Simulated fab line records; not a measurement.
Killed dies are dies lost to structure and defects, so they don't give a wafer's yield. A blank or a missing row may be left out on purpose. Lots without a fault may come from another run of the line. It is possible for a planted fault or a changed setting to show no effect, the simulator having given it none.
fab line records    flow nand_harc
record lots=6  wafers=18  last_day=31
route steps=1302 shown P_M1@291 END@1302
lots that met no fault: taken from a fault-free run of the same line
start_h: hours from the record's first day to the start of the lot's first wafer shown    wait_h: hours elapsed since this lot's preceding step    " as in the row above    L1.1+2: a row that stands for several wafers    - no value, or no start was given    * or withheld: withheld    < > ~ a bound
route shown NAME@n: NAME is a module with steps in the file, n the number in the route of the first one    usual: mean/standard deviation taken from wafers without a fault    same: alike in all rows    chamber/n: place in a boat    sites: the reading at each site    _std_site: the values' standard deviation    _edge_site: inner sites' mean taken away from outer sites' mean    radius_mm: for every site, how far away it sits from the centre of the wafer    mask NAME#n: copy n    behind: the last tool/chamber to shape the wafer    hold: reason for holding the lot/hours on hold/outcome of the hold    device: which transistor (n, p or np) failed to switch    end of line: the route-end tests of the same wafers    step lacking rows: just its recipe    killed: not the wafer's yield, but the dies lost to structure and defects at the first sort    map: the dies of a wafer, with x for killed, . for not killed, _ for no die there
set.NAME: the setting the step ran with; set.NAME@STEP: the setting that earlier step ran with    model.NAME: the simulator's own value behind a step, which no gauge read
a table for each step, a row for each wafer; lots at some steps of the route
services: from which hour (start_h, from the record's first day; less than 0 if before it) a tool's chamber was out of use, for how many hours, and why
## steps
# step NHARC_P_M1_EBR_05
# step NHARC_P_M1_EXPOSE_06
# recipe na=1.35  target_cd_nm=130  dose_mj=81.88  mask_id=P_M1
# step NHARC_P_M1_PEB_07
# recipe peb_temp_c=100  peb_time_s=65
# step NHARC_P_M1_DEVELOP_08
# recipe develop_time_s=35  dev_temp_c=23
# step NHARC_P_M1_CD_MEAS_09
# recipe target_cd_nm=130  landing_energy_ev=500
# usual cd_nm=129.5/0.57
lot.wafer  tool       chamber  start_h  wait_h  cd_nm
L153.1     cd_sem-02  0        184.84   -       128.4
L153.2     "          0        "        "       128.6
L153.5     "          0        "        "       128.5
L159.1     cd_sem-01  0        246.84   -       130.3
L159.2     "          0        "        "       130.3
L159.3     "          0        "        "       130.6
L162.1     cd_sem-03  0        272.53   -       128.4
L162.3     "          0        "        "       128.7
L162.6     "          0        "        "       128.1
L163.2     cd_sem-01  0        291.59   -       129.3
L163.3     "          0        "        "       129.1
L163.6     "          0        "        "       128.9
L164.2     cd_sem-02  0        298.96   -       129.7
L164.4     "          0        "        "       129.2
L164.6     "          0        "        "       129.1
L165.2     cd_sem-01  0        300.80   -       129.3
L165.4     "          0        "        "       129.2
L165.6     "          0        "        "       129.6
# step NHARC_P_M1_OVL_MEAS_10
# recipe pitch_nm=260
# usual overlay_x_nm=-0.1/0.86  overlay_y_nm=0.2/0.66
lot.wafer  tool        chamber  start_h  wait_h  overlay_x_nm  overlay_y_nm
L153.1     overlay-01  -        184.93   -       -0.1          -0.2
L153.2     "           -        "        "       -0.1          0.1
L153.5     "           -        "        "       -0.3          0.2
L159.1     overlay-02  -        246.93   -       0.2           1.0
L159.2     "           -        "        "       0.4           0.5
L159.3     "           -        "        "       -0.1          0.3
L162.1     overlay-02  -        272.62   -       -1.0          0.8
L162.3     "           -        "        "       -1.3          0.1
L162.6     "           -        "        "       -1.0          0.3
L163.2     overlay-01  -        291.68   -       0.2           0.2
L163.3     "           -        "        "       0.3           0.4
L163.6     "           -        "        "       0.9           0.0
L164.2     overlay-02  -        299.05   -       1.8           0.1
L164.4     "           -        "        "       1.6           0.5
L164.6     "           -        "        "       1.7           0.9
L165.2     overlay-02  -        300.88   -       0.3           -0.2
L165.4     "           -        "        "       0.3           -0.5
L165.6     "           -        "        "       0.2           0.0
# step NHARC_P_M1_INSPECT_11
# usual raw_defect_count=4.4/2.6
lot.wafer  tool               chamber  start_h  wait_h  raw_defect_count
L153.1     defect_inspect-02  -        184.96   0.0     6
L153.2     "                  -        "        "       2
L153.5     "                  -        "        "       3
L159.1     defect_inspect-02  -        246.97   0.0     2
L159.2     "                  -        "        "       3
L159.3     "                  -        "        "       3
L162.1     defect_inspect-01  -        272.65   0.0     7
L162.3     "                  -        "        "       12
L162.6     "                  -        "        "       8
L163.2     defect_inspect-02  -        291.71   0.0     4
L163.3     "                  -        "        "       0
L163.6     "                  -        "        "       4
L164.2     defect_inspect-01  -        299.08   0.0     2
L164.4     "                  -        "        "       5
L164.6     "                  -        "        "       2
L165.2     defect_inspect-01  -        300.92   0.0     4
L165.4     "                  -        "        "       4
L165.6     "                  -        "        "       2
# step NHARC_P_M1_DESCUM_14
# recipe time_s=3  o2_flow_sccm=200  ar_flow_sccm=0  bias_power_w=0  chemistry=O2
# usual chamber_pressure_mTorr=60.00/0.05  drypump_motor_current_A=5.8/0.5  oes_product_au=1.000/0.0096  rf_vpp_V=57.7/0.91  showerhead_plenum_p_Torr=1.90/0.075  throttle_valve_pct=11.310/0.0093
lot.wafer  tool         chamber  start_h  wait_h  chamber_pressure_mTorr  drypump_motor_current_A  oes_product_au  rf_hours_counter_h  rf_vpp_V  showerhead_plenum_p_Torr  throttle_valve_pct
L153.2     rie_diel-13  3        185.03   0.1     59.98                   5.4                      1.010           4                   57.8      2.01                      11.306
L153.1     "            1        "        "       60.08                   6.3                      1.005           4                   58.4      1.81                      11.328
L153.5     "            0        "        "       59.98                   6.2                      0.993           -                   58.7      1.92                      11.315
L159.3     rie_diel-04  1        247.03   0.1     59.96                   5.7                      0.999           3                   57.3      1.98                      11.322
L159.1     "            2        "        "       59.93                   5.5                      0.983           4                   58.2      1.90                      11.311
L159.2     "            0        "        "       60.02                   4.9                      0.985           3                   58.9      1.98                      11.317
L162.1     rie_diel-07  2        272.72   0.1     60.00                   5.6                      0.986           14                  58.3      1.85                      11.312
L162.3     "            3        "        "       60.04                   6.5                      0.991           13                  56.9      2.05                      11.311
L162.6     "            1        "        "       59.95                   5.4                      1.007           -                   57.0      1.84                      11.308
L163.3     rie_diel-07  1        291.79   0.1     59.99                   5.3                      1.004           16                  57.2      1.84                      11.304
L163.2     "            2        "        "       59.98                   5.6                      1.000           15                  58.6      1.85                      11.309
L163.6     "            3        "        "       60.00                   6.4                      0.992           -                   59.7      2.05                      11.301
L164.4     rie_diel-04  0        299.16   0.1     59.92                   4.9                      0.994           6                   57.5      1.98                      11.322
L164.2     "            1        "        "       60.00                   5.7                      0.989           6                   58.7      1.98                      11.300
L164.6     "            3        "        "       60.05                   6.5                      1.002           -                   55.2      1.84                      11.289
L165.2     rie_diel-04  0        300.99   0.1     60.03                   4.9                      1.008           6                   59.7      1.98                      11.317
L165.4     "            2        "        "       60.06                   5.5                      0.988           7                   57.3      1.90                      11.326
L165.6     "            0        "        "       59.92                   4.9                      0.996           -                   58.8      1.98                      11.307
# step NHARC_P_M1_ETCH_35
# recipe target_depth_a=400  overetch_a=120  time_s=43.94  ion_energy_ev=200  n2_flow_sccm=150  h2_flow_sccm=150  ar_flow_sccm=0  rf_w=400  bias_w=150  chemistry=N2/H2
# usual chamber_pressure_mTorr=30.001/0.027  drypump_motor_current_A=5.7/0.51  oes_product_au=1.000/0.01  rf_fwd_power_W=395.8/1.5  rf_vpp_V=430.2/2.5  showerhead_plenum_p_Torr=2.03/0.086  throttle_valve_pct=14.171/0.0091
lot.wafer  tool         chamber  start_h  wait_h  chamber_pressure_mTorr  drypump_motor_current_A  oes_product_au  rf_fwd_power_W  rf_hours_counter_h  rf_vpp_V  showerhead_plenum_p_Torr  throttle_valve_pct
L153.1     rie_diel-13  1        185.11   0.1     29.974                  6.3                      1.008           397.4           4                   426.4     1.92                      14.181
L153.2     "            2        "        "       30.000                  5.3                      1.001           393.2           4                   428.6     1.96                      14.164
L153.5     "            2        "        "       29.991                  5.3                      1.000           391.0           -                   428.4     1.96                      14.165
L159.3     rie_diel-04  1        247.11   0.1     30.001                  5.7                      1.001           396.0           3                   432.0     2.11                      14.175
L159.2     "            2        "        "       29.964                  5.5                      0.987           395.8           4                   430.6     2.02                      14.160
L159.1     "            0        "        "       29.960                  4.9                      1.006           397.9           3                   432.1     2.11                      14.168
L162.3     rie_diel-07  0        273.30   0.6     30.004                  6.0                      0.994           394.7           14                  428.7     1.96                      14.182
L162.1     "            3        "        "       29.995                  6.5                      1.001           397.7           13                  433.7     2.19                      14.177
L162.6     "            0        "        "       30.042                  6.0                      1.002           395.2           -                   426.8     1.96                      14.170
L163.3     rie_diel-07  1        291.86   0.1     30.002                  5.3                      1.009           394.0           16                  427.9     1.96                      14.154
L163.2     "            3        "        "       29.977                  6.5                      1.001           394.5           15                  434.6     2.19                      14.194
L163.6     "            2        "        "       29.980                  5.6                      0.999           393.8           -                   429.4     1.97                      14.167
L164.4     rie_diel-04  1        299.24   0.1     29.991                  5.7                      0.992           394.7           6                   432.4     2.11                      14.179
L164.2     "            2        "        "       30.003                  5.5                      0.987           396.2           7                   430.0     2.02                      14.173
L164.6     "            0        "        "       30.047                  4.9                      0.999           398.7           -                   432.2     2.11                      14.162
L165.2     rie_diel-04  0        301.06   0.1     29.998                  4.9                      0.992           395.3           6                   431.8     2.11                      14.172
L165.4     "            3        "        "       29.986                  6.5                      0.991           396.3           6                   427.1     1.95                      14.174
L165.6     "            1        "        "       30.020                  5.7                      0.988           393.7           -                   433.9     2.11                      14.165
# step NHARC_P_M1_ETCH_15
# recipe target_depth_a=1825  time_s=91.2  c4f8_flow_sccm=withheld  ar_flow_sccm=400  rf_w=600  bias_w=300  chemistry=C4F8/Ar
# usual chamber_pressure_mTorr=24.997/0.022  oes_product_au=0.955/0.022  rf_fwd_power_W=596.2/2.1  rf_vpp_V=440.6/2.5
lot.wafer  tool         chamber  start_h  wait_h  chamber_pressure_mTorr  oes_product_au  rf_fwd_power_W  rf_hours_counter_h  rf_vpp_V
L153.2     rie_diel-13  3        -        -       25.003                  0.976           590.9           4                   444.3
L153.1     "            1        "        "       24.993                  0.992           598.0           4                   438.5
L153.5     "            0        "        "       24.991                  0.956           601.0           -                   441.0
L159.3     rie_diel-04  1        -        -       24.978                  0.951           593.7           3                   442.6
L159.1     "            2        "        "       24.994                  0.958           597.7           4                   441.2
L159.2     "            3        "        "       24.991                  0.960           596.8           3                   438.4
L162.1     rie_diel-07  3        -        -       24.977                  0.923           599.0           13                  445.5
L162.3     "            1        "        "       25.006                  0.925           597.5           14                  438.3
L162.6     "            3        "        "       25.037                  0.917           599.2           -                   445.2
L163.2     rie_diel-07  3        -        -       24.980                  0.958           598.0           15                  443.4
L163.3     "            2        "        "       25.008                  0.975           599.7           15                  440.3
L163.6     "            3        "        "       25.021                  0.964           597.0           -                   444.3
L164.2     rie_diel-04  0        -        -       25.003                  0.918           596.5           6                   444.2
L164.4     "            1        "        "       24.991                  0.909           599.9           6                   442.9
L164.6     "            1        "        "       24.990                  0.911           597.2           -                   441.6
L165.2     rie_diel-04  1        -        -       24.964                  0.967           596.7           6                   442.6
L165.4     "            2        "        "       24.984                  0.966           595.7           7                   441.3
L165.6     "            2        "        "       25.000                  0.968           597.3           -                   440.5
# step NHARC_P_M1_CD_MEAS_16
# usual cd_nm=129.2/0.84
lot.wafer  tool       chamber  start_h  wait_h  cd_nm
L153.1     cd_sem-01  -        185.33   -       128.0
L153.2     "          -        "        "       128.0
L153.5     "          -        "        "       128.2
L159.1     cd_sem-02  -        247.33   -       129.5
L159.2     "          -        "        "       129.8
L159.3     "          -        "        "       129.7
L162.1     cd_sem-03  -        273.52   -       128.7
L162.3     "          -        "        "       127.4
L162.6     "          -        "        "       127.7
L163.2     cd_sem-03  -        292.08   -       128.6
L163.3     "          -        "        "       129.8
L163.6     "          -        "        "       127.4
L164.2     cd_sem-03  -        299.45   -       128.8
L164.4     "          -        "        "       128.4
L164.6     "          -        "        "       129.5
L165.2     cd_sem-01  -        301.28   -       129.0
L165.4     "          -        "        "       128.5
L165.6     "          -        "        "       129.9
# step NHARC_P_M1_STRIP_18
# recipe power_w=1000  n2_flow_sccm=150  h2_flow_sccm=150  ar_flow_sccm=0  bias_w=0  chemistry=N2/H2
# usual chamber_pressure_mTorr=30.003/0.026  drypump_motor_current_A=5.8/0.51  oes_product_au=1.000/0.0094  rf_fwd_power_W=997/3.2  rf_vpp_V=90.5/1.1  showerhead_plenum_p_Torr=2.02/0.083  throttle_valve_pct=14.171/0.0088
lot.wafer  tool         chamber  start_h  wait_h  chamber_pressure_mTorr  drypump_motor_current_A  oes_product_au  rf_fwd_power_W  rf_hours_counter_h  rf_vpp_V  showerhead_plenum_p_Torr  throttle_valve_pct
L153.1     rie_diel-13  2        185.51   0.2     29.973                  5.3                      1.019           999             4                   90.4      1.96                      14.181
L153.2     "            3        "        "       29.962                  5.4                      1.013           995             4                   92.1      2.14                      14.166
L153.5     "            0        "        "       30.015                  6.3                      0.994           990             -                   92.1      2.05                      14.188
L159.1     rie_diel-04  1        247.41   0.1     30.020                  5.7                      1.002           992             3                   90.5      2.11                      14.165
L159.3     "            2        "        "       30.007                  5.5                      0.996           997             4                   90.5      2.02                      14.171
L159.2     "            3        "        "       30.028                  6.5                      1.007           990             3                   89.1      1.96                      14.181
L162.3     rie_diel-04  2        273.65   0.1     29.985                  5.5                      0.997           993             5                   89.9      2.02                      14.179
L162.1     "            3        "        "       30.034                  6.5                      1.006           1002            5                   88.5      1.95                      14.167
L162.6     "            1        "        "       30.025                  5.7                      0.993           1001            -                   91.0      2.11                      14.191
L163.2     rie_diel-04  2        292.15   0.1     29.983                  5.5                      0.987           997             7                   90.1      2.02                      14.162
L163.3     "            0        "        "       30.035                  4.9                      1.012           999             6                   89.6      2.11                      14.178
L163.6     "            3        "        "       30.008                  6.5                      1.008           996             -                   90.7      1.95                      14.169
L164.2     rie_diel-13  0        299.53   0.1     30.018                  6.3                      0.992           999             46                  91.7      2.04                      14.176
L164.4     "            1        "        "       30.032                  6.3                      1.004           998             44                  90.5      1.91                      14.170
L164.6     "            1        "        "       30.009                  6.3                      1.008           1004            -                   90.5      1.91                      14.168
L165.4     rie_diel-13  3        301.38   0.1     29.983                  5.4                      1.004           998             42                  90.4      2.13                      14.167
L165.2     "            0        "        "       30.015                  6.2                      0.996           1002            47                  92.2      2.04                      14.172
L165.6     "            2        "        "       30.007                  5.3                      1.015           994             -                   90.4      1.95                      14.156
# step NHARC_P_M1_ETCH_28
# recipe target_depth_a=300  over_etch_frac=0.3  time_s=72.99  ion_energy_ev=150  cf4_flow_sccm=50  n2_flow_sccm=100  ar_flow_sccm=150  rf_w=300  bias_w=100  chemistry=CF4/N2
# usual chamber_pressure_mTorr=29.995/0.027  drypump_motor_current_A=5.7/0.5  oes_product_au=0.998/0.01  rf_fwd_power_W=297.5/1.1  rf_vpp_V=313.8/1.8  showerhead_plenum_p_Torr=2.61/0.098  throttle_valve_pct=19.794/0.0088
lot.wafer  tool         chamber  start_h  wait_h  chamber_pressure_mTorr  drypump_motor_current_A  oes_product_au  rf_fwd_power_W  rf_hours_counter_h  rf_vpp_V  showerhead_plenum_p_Torr  throttle_valve_pct
L153.1     rie_diel-13  1        188.39   -       29.993                  6.3                      1.006           298.0           6                   311.0     2.49                      19.801
L153.2     "            0        "        "       30.005                  6.2                      0.998           296.2           7                   313.7     2.64                      19.810
L153.5     "            1        "        "       29.968                  6.3                      1.007           297.7           -                   312.7     2.49                      19.793
L159.1     rie_diel-04  1        247.65   -       29.965                  5.7                      0.997           297.7           3                   316.1     2.71                      19.768
L159.2     "            3        "        "       29.963                  6.5                      0.998           298.4           3                   312.7     2.53                      19.788
L159.3     "            0        "        "       30.018                  4.9                      1.005           298.0           3                   315.4     2.71                      19.814
L162.3     rie_diel-04  3        273.84   -       29.988                  6.5                      0.846           296.5           5                   311.4     2.53                      19.793
L162.1     "            0        "        "       30.026                  4.9                      0.996           299.1           4                   314.4     2.71                      19.796
L162.6     "            3        "        "       29.939                  6.5                      1.003           297.3           -                   313.2     2.53                      19.789
L163.3     rie_diel-04  0        292.44   -       30.013                  4.9                      0.865           296.4           6                   315.2     2.71                      19.785
L163.2     "            3        "        "       29.966                  6.5                      1.006           296.9           6                   312.4     2.52                      19.811
L163.6     "            0        "        "       29.983                  4.9                      1.009           298.0           -                   316.0     2.71                      19.790
L164.2     rie_diel-13  0        299.77   -       29.999                  6.2                      0.985           299.1           46                  314.2     2.62                      19.793
L164.4     "            2        "        "       29.930                  5.3                      0.990           296.8           40                  312.1     2.52                      19.800
L164.6     "            0        "        "       29.933                  6.2                      0.997           298.9           -                   313.9     2.62                      19.786
L165.2     rie_diel-13  0        301.60   -       29.971                  6.2                      0.998           296.8           47                  314.4     2.62                      19.798
L165.4     "            2        "        "       29.989                  5.3                      1.000           296.5           40                  312.9     2.52                      19.800
L165.6     "            3        "        "       29.988                  5.4                      1.000           296.2           -                   316.5     2.73                      19.793
# step NHARC_P_M1_STRIP_19
# recipe time_s=600  temp_c=30  chemistry=post_etch_residue_remover
# step NHARC_END_SORT_01
# recipe temp_c=25
# usual defect_limited_yield=91.4/2.7  killed_at_array=53/18  killed_at_other=1.0/1.2  killed_at_periphery=3.6/2.4  killed_dies=58/18  killed_open=3.4/1.8  killed_short=2.3/1.5  sort_bin_2_pct=3.1/1.2  sort_bin_3_pct=0.7/0.39  sort_bin_4_pct=4.8/1.6  sort_n_pass=619/18  sort_rim_yield_pct=88/4.1  sort_yield_pct=91.4/2.7
# same gross_dies=677  sort_bin_5_pct[%]=0  sort_bin_6_pct[%]=0  sort_bin_7_pct[%]=0  sort_bin_8_pct[%]=0  sort_rim_n_gross=106.00
lot.wafer  tool       chamber  start_h  wait_h  defect_limited_yield[%]  killed_at_array  killed_at_other  killed_at_periphery  killed_dies  killed_open  killed_short  sort_bin_2_pct[%]  sort_bin_3_pct[%]  sort_bin_4_pct[%]  sort_n_pass  sort_rim_yield_pct[%]  sort_yield_pct[%]
L153.1     prober-01  0        643.86   2.5     88.8                     73               1                2                    76           5            2             4.4                0.9                5.9                601          92                     88.8
L153.2     prober-01  0        644.66   2.8     89.5                     68               1                2                    71           4            2             3.5                1.3                5.6                606          82                     89.5
L153.5     prober-01  0        647.06   3.7     90.3                     62               0                4                    66           3            4             3.7                0.9                5.2                611          84                     90.3
L159.1     prober-01  0        681.70   2.5     92.9                     44               4                0                    48           1            1             1.8                0.6                4.7                629          87                     92.9
L159.2     prober-01  0        682.50   2.8     93.4                     41               1                3                    45           1            4             3.0                0.1                3.5                632          89                     93.4
L159.3     prober-01  0        683.30   3.1     92.5                     48               1                2                    51           3            2             2.5                0.6                4.4                626          85                     92.5
L162.1     prober-02  0        716.93   2.5     91.7                     51               0                5                    56           3            1             2.1                0.6                5.6                621          93                     91.7
L162.3     prober-02  0        718.53   3.1     88.8                     70               0                6                    76           4            2             4.4                0.7                6.1                601          90                     88.8
L162.6     prober-02  0        720.93   4.0     90.3                     56               2                8                    66           5            3             2.7                0.7                6.4                611          85                     90.3
L163.2     prober-01  0        733.74   2.8     93.9                     37               1                3                    41           2            2             3.1                0.1                2.8                636          88                     93.9
L163.3     prober-01  0        734.56   3.1     94.4                     35               2                1                    38           1            0             2.4                0.4                2.8                639          88                     94.4
L163.6     prober-01  0        737.01   4.1     95.0                     32               2                0                    34           3            1             2.4                0.1                2.5                643          92                     95.0
L164.2     prober-02  0        733.79   2.8     93.2                     43               2                1                    46           4            2             2.7                0.4                3.7                631          83                     93.2
L164.4     prober-02  0        735.39   3.4     95.4                     28               2                1                    31           1            1             1.6                0.7                2.2                646          92                     95.4
L164.6     prober-02  0        736.99   4.0     94.5                     34               1                2                    37           0            3             1.8                0.4                3.2                640          91                     94.5
L165.2     prober-02  0        741.60   2.8     88.3                     75               1                3                    79           6            1             4.9                0.7                6.1                598          81                     88.3
L165.4     prober-02  0        743.20   3.4     89.1                     68               1                5                    74           9            2             3.7                1.0                6.2                603          82                     89.1
L165.6     prober-02  0        744.81   4.0     89.4                     71               0                1                    72           3            3             4.1                0.6                5.9                605          84                     89.4
# killed by level:class
L153.1 A_CHANNEL_HOLE_D1:chamber_film_flake=37 A_SLIT:chamber_film_flake=15 A_CHANNEL_HOLE_D2:chamber_film_flake=6 A_CONTACT:chamber_film_flake=4 A_ONON_D1:geometric_particle:open=3 A_STAIRCASE:chamber_film_flake=2 P_M0:geometric_particle:open=1 A_CHANNEL_FILL_D1:geometric_particle:short=1
L153.2 A_CHANNEL_HOLE_D1:chamber_film_flake=30 A_SLIT:chamber_film_flake=21 A_CONTACT:chamber_film_flake=6 A_CHANNEL_FILL_D1:chamber_film_flake=2 A_CHANNEL_HOLE_D2:chamber_film_flake=2 A_DECK1_JOINT:geometric_particle:open=1 P_M2:geometric_particle:open=1 P_M2:geometric_particle:short=1
L153.5 A_CHANNEL_HOLE_D1:chamber_film_flake=27 A_CONTACT:chamber_film_flake=12 A_SLIT:chamber_film_flake=10 A_CHANNEL_HOLE_D2:chamber_film_flake=5 P_M0:geometric_particle:short=2 A_STAIRCASE:chamber_film_flake=2 P_M0:geometric_particle:open=1 A_ONON_D1:geometric_particle:short=1
L159.1 A_SLIT:chamber_film_flake=24 A_CHANNEL_HOLE_D1:chamber_film_flake=8 THIN_TSV:chamber_film_flake=4 A_CONTACT:chamber_film_flake=3 A_ZERO_WELL:chamber_film_flake=2 A_CHANNEL_FILL_D2:chamber_film_flake=2 A_WL_FILL:chamber_film_flake=2 A_BLC:geometric_particle:short=1
L159.2 A_SLIT:chamber_film_flake=21 A_CONTACT:chamber_film_flake=7 A_CHANNEL_HOLE_D1:chamber_film_flake=4 A_SGD_CUT:geometric_particle:short=1 P_M0:geometric_particle:open=1 A_CHANNEL_FILL_D1:geometric_particle:short=1 A_ONON_D2:geometric_particle:short=1 A_CONTACT:geometric_particle:short=1
L159.3 A_SLIT:chamber_film_flake=21 A_CHANNEL_HOLE_D1:chamber_film_flake=8 A_CONTACT:chamber_film_flake=8 A_M1:chamber_film_flake=2 A_SOURCE_PLATE:geometric_particle:open=1 A_CHANNEL_FILL_D1:geometric_particle:short=1 A_DECK1_JOINT:geometric_particle:open=1 A_M1:geometric_particle:open=1
L162.1 A_CHANNEL_HOLE_D1:chamber_film_flake=24 A_CHANNEL_HOLE_D2:chamber_film_flake=11 A_SLIT:chamber_film_flake=5 A_STAIRCASE:chamber_film_flake=4 P_M0:geometric_particle:short=1 A_ONON_D1:geometric_particle:open=1 A_CHANNEL_FILL_D2:geometric_particle:open=1 A_M1:geometric_particle:open=1
L162.3 A_CHANNEL_HOLE_D1:chamber_film_flake=36 A_CHANNEL_HOLE_D2:chamber_film_flake=13 A_SLIT:chamber_film_flake=9 P_CONTACT:chamber_film_flake=3 P_ZERO_WELL:chamber_film_flake=2 A_CHANNEL_FILL_D1:geometric_particle:short=1 A_CHANNEL_FILL_D1:geometric_particle:open=1 A_DECK1_JOINT:geometric_particle:open=1
L162.6 A_CHANNEL_HOLE_D1:chamber_film_flake=22 A_CHANNEL_HOLE_D2:chamber_film_flake=14 A_SLIT:chamber_film_flake=6 P_CONTACT:chamber_film_flake=5 P_GATE:chamber_film_flake=2 A_CHANNEL_FILL_D2:chamber_film_flake=2 A_STAIRCASE:chamber_film_flake=2 A_BONDPAD:chamber_film_flake=2
L163.2 A_SLIT:chamber_film_flake=20 A_CHANNEL_HOLE_D1:chamber_film_flake=5 A_CHANNEL_FILL_D2:chamber_film_flake=3 P_GATE:chamber_film_flake=2 A_CHANNEL_FILL_D1:chamber_film_flake=2 A_CONTACT:chamber_film_flake=2 A_CHANNEL_HOLE_D1:geometric_particle:short=1 A_DECK1_JOINT:geometric_particle:open=1
L164.2 A_CHANNEL_HOLE_D2:chamber_film_flake=18 A_CHANNEL_HOLE_D1:chamber_film_flake=8 A_STAIRCASE:chamber_film_flake=4 A_DECK1_JOINT:chamber_film_flake=3 A_SLIT:chamber_film_flake=2 A_CONTACT:chamber_film_flake=2 THIN_TSV:chamber_film_flake=2 A_ONON_D1:geometric_particle:open=1
L163.3 A_SLIT:chamber_film_flake=20 A_CHANNEL_HOLE_D1:chamber_film_flake=4 A_CHANNEL_FILL_D2:chamber_film_flake=3 A_CONTACT:chamber_film_flake=3 A_STAIRCASE:chamber_film_flake=2 THIN_TSV:chamber_film_flake=2 P_M0:geometric_particle:open=1 A_CHANNEL_FILL_D1:chamber_film_flake=1
L164.4 A_CHANNEL_HOLE_D2:chamber_film_flake=9 A_CHANNEL_HOLE_D1:chamber_film_flake=9 A_SLIT:chamber_film_flake=3 A_CONTACT:chamber_film_flake=3 THIN_TSV:chamber_film_flake=2 P_CONTACT:geometric_particle:short=1 A_ONON_D2:geometric_particle:open=1 A_CHANNEL_FILL_D1:chamber_film_flake=1
L164.6 A_CHANNEL_HOLE_D2:chamber_film_flake=16 A_CHANNEL_HOLE_D1:chamber_film_flake=5 A_SLIT:chamber_film_flake=5 A_DECK1_JOINT:chamber_film_flake=2 P_M2:geometric_particle:short=1 A_CHANNEL_HOLE_D2:geometric_particle:short=1 A_WL_FILL:geometric_particle:short=1 P_BONDPAD:chamber_film_flake=1
L163.6 A_SLIT:chamber_film_flake=13 A_CHANNEL_HOLE_D1:chamber_film_flake=5 A_CHANNEL_FILL_D2:chamber_film_flake=5 A_CONTACT:chamber_film_flake=3 THIN_TSV:chamber_film_flake=2 A_CHANNEL_HOLE_D2:geometric_particle:open=1 A_CHANNEL_FILL_D2:geometric_particle:open=1 A_WL_FILL:geometric_particle:short=1
L165.2 A_CHANNEL_HOLE_D1:chamber_film_flake=34 A_SLIT:chamber_film_flake=20 A_CONTACT:chamber_film_flake=7 A_STAIRCASE:chamber_film_flake=6 A_ONON_D1:geometric_particle:open=2 A_CHANNEL_FILL_D1:geometric_particle:open=2 P_M0:geometric_particle:open=1 A_ONON_D2:geometric_particle:open=1
L165.4 A_CHANNEL_HOLE_D1:chamber_film_flake=23 A_SLIT:chamber_film_flake=22 A_CONTACT:chamber_film_flake=6 A_STAIRCASE:chamber_film_flake=4 A_CHANNEL_FILL_D2:chamber_film_flake=3 A_CHANNEL_FILL_D1:geometric_particle:open=2 A_M0:geometric_particle:open=2 P_GATE:chamber_film_flake=2
L165.6 A_CHANNEL_HOLE_D1:chamber_film_flake=29 A_SLIT:chamber_film_flake=22 A_STAIRCASE:chamber_film_flake=5 A_CHANNEL_FILL_D2:chamber_film_flake=3 A_CONTACT:chamber_film_flake=3 A_DECK1_JOINT:chamber_film_flake=2 A_CHANNEL_FILL_D1:geometric_particle:open=1 A_ONON_D2:geometric_particle:short=1
## services
tool         chamber  start_h  hours  kind
rie_diel-13  -        165.03   9.0    pm
rie_diel-04  -        177.91   9.0    pm
rie_diel-04  0        177.91   9.0    vent_cycle
rie_diel-04  1        177.91   9.0    vent_cycle
rie_diel-04  2        177.91   9.0    vent_cycle
rie_diel-04  3        177.91   9.0    vent_cycle
rie_diel-04  0        186.91   -      clean
rie_diel-04  1        186.91   -      clean
rie_diel-04  2        186.91   -      clean
rie_diel-04  3        186.91   -      clean
rie_diel-13  2        196.67   6.1    repair
rie_diel-04  0        211.41   -      clean
rie_diel-04  1        211.41   -      clean
rie_diel-04  2        211.41   -      clean
rie_diel-04  3        211.41   -      clean
rie_diel-13  1        216.15   3.1    repair
rie_diel-04  0        235.91   -      clean
rie_diel-04  1        235.91   -      clean
rie_diel-07  1        251.76   3.7    repair
rie_diel-13  2        257.45   5.0    repair
rie_diel-04  1        259.50   9.0    repair
rie_diel-13  3        274.77   7.7    repair
rie_diel-04  1        289.33   2.8    repair
rie_diel-07  -        294.33   9.0    pm
## key
first_sign step=NHARC_P_M1_ETCH_28  reading=oes_product_au  direction=down  sigmas=14  usual=0.998  struck=0.855
effect none on later readings
met_at NHARC_P_M1_ETCH_28
struck_wafers L162.3,L163.3
onset_between 247.65 273.84
fault kind=process_parameter_drift  tool=rie_diel-04  chamber=-  onset_h=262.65  steps=NHARC_P_M1_ETCH_28  channel=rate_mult  offset=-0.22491  shape=step  end_h=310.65  scope=struck_wafers_only
